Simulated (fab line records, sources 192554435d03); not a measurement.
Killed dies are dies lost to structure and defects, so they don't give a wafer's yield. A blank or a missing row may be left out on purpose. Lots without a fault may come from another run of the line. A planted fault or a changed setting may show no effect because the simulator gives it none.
Chamber matching | flow n5_finfet | N5_BEOL_M1_PECVD_72 on pecvd-02: 3 sister chambers
The step deposits SiO2 from TEOS/O2, target thk 16 nm, time 18 s. 3 wafers are shown with their chamber, then 7 later ones without.

WAFERS WITH THEIR CHAMBER
wafer  | chamber | throttle_valve_pct (%)
L093.5 | 1       | 22.4
L095.2 | 0       | 23.4
L095.3 | 2       | 19.8

WAFERS WITHOUT THEIR CHAMBER
wafer  | throttle_valve_pct (%)
L095.5 | 20.3
L096.1 | 20.0
L096.2 | 22.4
L096.3 | 23.4
L096.4 | 20.1
L096.5 | 23.3
L096.6 | 22.3

WHICH CHAMBER EACH WENT THROUGH
wafer  | from the rows above | in truth
L095.5 | 2                   | 2
L096.1 | 2                   | 2
L096.2 | 1                   | 1
L096.3 | 0                   | 0
L096.4 | 2                   | 2
L096.5 | 0                   | 0
L096.6 | 1                   | 1
Placed correctly: 7 of 7. Can't be placed from these rows: 0. Placed wrongly: 0.
How it was worked out, from the rows above alone: a wafer's distance from a chamber is the root of the sum, over the readings, of the square of ((its reading less the chamber's mean) divided by the reading's scatter). The wafer belongs to the nearest chamber; if the next one is less than 2 further off, it can't be placed. A chamber's mean is the mean of its shown wafers. The scatter: with one shown wafer a chamber, the root of the mean of the squares of how far each hidden wafer lies from its nearest shown one.
